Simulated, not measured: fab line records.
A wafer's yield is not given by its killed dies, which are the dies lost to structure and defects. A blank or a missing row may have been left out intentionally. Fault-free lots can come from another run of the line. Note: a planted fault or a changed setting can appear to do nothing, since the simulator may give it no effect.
Which tool is to blame? / flow n5_finfet / 10 lots, 30 wafers sampled, at 6 steps of a route of 1938

WHAT THE GAUGES SHOWED, per wafer
N5_BEOL_M4_RC_MEAS_101.
lot=L840; measured=day 8 13:32; on=prober-01; DIBL_N (mV/V)=38.2 37.7 39.7
lot=L841; measured=day 8 18:29; on=prober-01; DIBL_N (mV/V)=34.7 35.4 35.9
lot=L843; measured=day 8 21:04; on=prober-02; DIBL_N (mV/V)=37.4 35.2 37.5
lot=L845; measured=day 9 13:05; on=prober-01; DIBL_N (mV/V)=38.6 38.2 37.8
lot=L847; measured=day 10 01:46; on=prober-01; DIBL_N (mV/V)=35.9 35.3 35.4
lot=L849; measured=day 11 04:47; on=prober-01; DIBL_N (mV/V)=34.8 37.6 35.2
lot=L855; measured=day 12 01:35; on=prober-01; DIBL_N (mV/V)=38.8 36.8 35.9
lot=L854; measured=day 11 20:47; on=prober-02; DIBL_N (mV/V)=35.1 38.3 39.6
lot=L858; measured=day 12 12:07; on=prober-02; DIBL_N (mV/V)=35.1 35.0 34.2
lot=L862; measured=day 14 01:29; on=prober-01; DIBL_N (mV/V)=36.2 35.2 37.5

WHICH TOOL RAN EACH LOT (tool, then ch and the chambers of the sampled wafers, then the start)
lot=L840; N5_BEOL_M1_ECD_50=ecd_cu-02 ch 0,1, day 6 17:07; N5_BEOL_M1_ANNEAL_51=rtp_anneal-02 ch 0, day 6 17:12; N5_BEOL_M1_CMP_52=cmp-04 ch 0,1, day 6 17:30; N5_BEOL_M1_CO_CAP_55=cvd_co-02 ch 0,2, day 6 17:52; N5_BEOL_M1_DEP_57=pecvd-01 ch 0,1,2, day 6 17:59
lot=L841; N5_BEOL_M1_ECD_50=ecd_cu-02 ch 0,1, day 6 21:54; N5_BEOL_M1_ANNEAL_51=rtp_anneal-02 ch 0, day 6 22:04; N5_BEOL_M1_CMP_52=cmp-04 ch 0,1, day 6 22:16; N5_BEOL_M1_CO_CAP_55=cvd_co-02 ch 0,1, day 6 22:38; N5_BEOL_M1_DEP_57=pecvd-03 ch 0,2, day 6 22:46
lot=L843; N5_BEOL_M1_ECD_50=ecd_cu-01 ch 0,1, day 7 08:14; N5_BEOL_M1_ANNEAL_51=rtp_anneal-02 ch 0, day 7 08:19; N5_BEOL_M1_CMP_52=cmp-01 ch 0,1,3, day 7 08:37; N5_BEOL_M1_CO_CAP_55=cvd_co-01 ch 0,1,2, day 7 08:59; N5_BEOL_M1_DEP_57=pecvd-02 ch 0,1,2, day 7 09:06
lot=L845; N5_BEOL_M1_ECD_50=ecd_cu-02 ch 0,1, day 7 15:26; N5_BEOL_M1_ANNEAL_51=rtp_anneal-02 ch 0, day 7 15:56; N5_BEOL_M1_CMP_52=cmp-02 ch 1,2, day 7 16:10; N5_BEOL_M1_CO_CAP_55=cvd_co-01 ch 0,1, day 7 16:32; N5_BEOL_M1_DEP_57=pecvd-01 ch 0,1, day 7 16:38
lot=L847; N5_BEOL_M1_ECD_50=ecd_cu-02 ch 0,1, day 8 13:52; N5_BEOL_M1_ANNEAL_51=rtp_anneal-01 ch 0, day 8 13:56; N5_BEOL_M1_CMP_52=cmp-02 ch 0,2,3, day 8 14:14; N5_BEOL_M1_CO_CAP_55=cvd_co-01 ch 0,2, day 8 14:37; N5_BEOL_M1_DEP_57=pecvd-01 ch 0,1, day 8 14:44
lot=L849; N5_BEOL_M1_ECD_50=ecd_cu-02 ch 0,1, day 9 04:37; N5_BEOL_M1_ANNEAL_51=rtp_anneal-02 ch 0, day 9 04:42; N5_BEOL_M1_CMP_52=cmp-01 ch 2,3, day 9 05:00; N5_BEOL_M1_CO_CAP_55=cvd_co-02 ch 0,1,2, day 9 05:22; N5_BEOL_M1_DEP_57=pecvd-03 ch 0,1,2, day 9 05:29
lot=L855; N5_BEOL_M1_ECD_50=ecd_cu-02 ch 0,1, day 10 04:40; N5_BEOL_M1_ANNEAL_51=rtp_anneal-02 ch 0, day 10 04:47; N5_BEOL_M1_CMP_52=cmp-02 ch 0,1,2, day 10 05:07; N5_BEOL_M1_CO_CAP_55=cvd_co-01 ch 0,2, day 10 05:25; N5_BEOL_M1_DEP_57=pecvd-02 ch 0,1,2, day 10 05:31
lot=L854; N5_BEOL_M1_ECD_50=ecd_cu-02 ch 0,1, day 10 05:10; N5_BEOL_M1_ANNEAL_51=rtp_anneal-01 ch 0, day 10 05:15; N5_BEOL_M1_CMP_52=cmp-01 ch 1,2,3, day 10 05:35; N5_BEOL_M1_CO_CAP_55=cvd_co-02 ch 1,2, day 10 05:55; N5_BEOL_M1_DEP_57=pecvd-01 ch 0,1,2, day 10 06:02
lot=L858; N5_BEOL_M1_ECD_50=ecd_cu-01 ch 0,1, day 11 01:57; N5_BEOL_M1_ANNEAL_51=rtp_anneal-02 ch 0, day 11 02:02; N5_BEOL_M1_CMP_52=cmp-02 ch 0,2,3, day 11 02:26; N5_BEOL_M1_CO_CAP_55=cvd_co-01 ch 0,1,2, day 11 02:42; N5_BEOL_M1_DEP_57=pecvd-03 ch 0,2, day 11 02:49
lot=L862; N5_BEOL_M1_ECD_50=ecd_cu-01 ch 0,1, day 12 03:52; N5_BEOL_M1_ANNEAL_51=rtp_anneal-02 ch 0, day 12 04:01; N5_BEOL_M1_CMP_52=cmp-04 ch 0,1, day 12 04:24; N5_BEOL_M1_CO_CAP_55=cvd_co-02 ch 0,2, day 12 04:46; N5_BEOL_M1_DEP_57=pecvd-02 ch 0,1,2, day 12 04:53
- N5_BEOL_M1_ECD_50: material Cu, target thk 300 nm.
- N5_BEOL_M1_ANNEAL_51: time 90 s.
- N5_BEOL_M1_CMP_52: polishes, stops on SiOC, t overpolish 6.8 s, target thk 40 nm.
- N5_BEOL_M1_CO_CAP_55: material Co, precursor CCTBA/H2, target thk 2 nm, time 102.1 s.
- N5_BEOL_M1_DEP_57: deposits SiCN from 3MS/NH3, target thk 8 nm, time 14 s.

THE ANSWER, worked out from the rows above alone
Rule: usual is defined by the lots themselves. The widest of any qualifying gaps counts: lots, ordered by their means at a reading, are off when they make up no more than a third of the lots, leave a main group of 4 or more, and stand apart from it by 3 or more times the standard deviation of that group's means. Not used: any main group whose means are identical at the precision the tables above print for the reading. A lot without any number at a reading at which 4 lots or more have one is off too. All remaining lots with rows at the step are treated as sound.
Nothing can be told from this: no lot is off at any reading shown.

WHAT HAD BEEN PUT IN BY THE SIMULATOR
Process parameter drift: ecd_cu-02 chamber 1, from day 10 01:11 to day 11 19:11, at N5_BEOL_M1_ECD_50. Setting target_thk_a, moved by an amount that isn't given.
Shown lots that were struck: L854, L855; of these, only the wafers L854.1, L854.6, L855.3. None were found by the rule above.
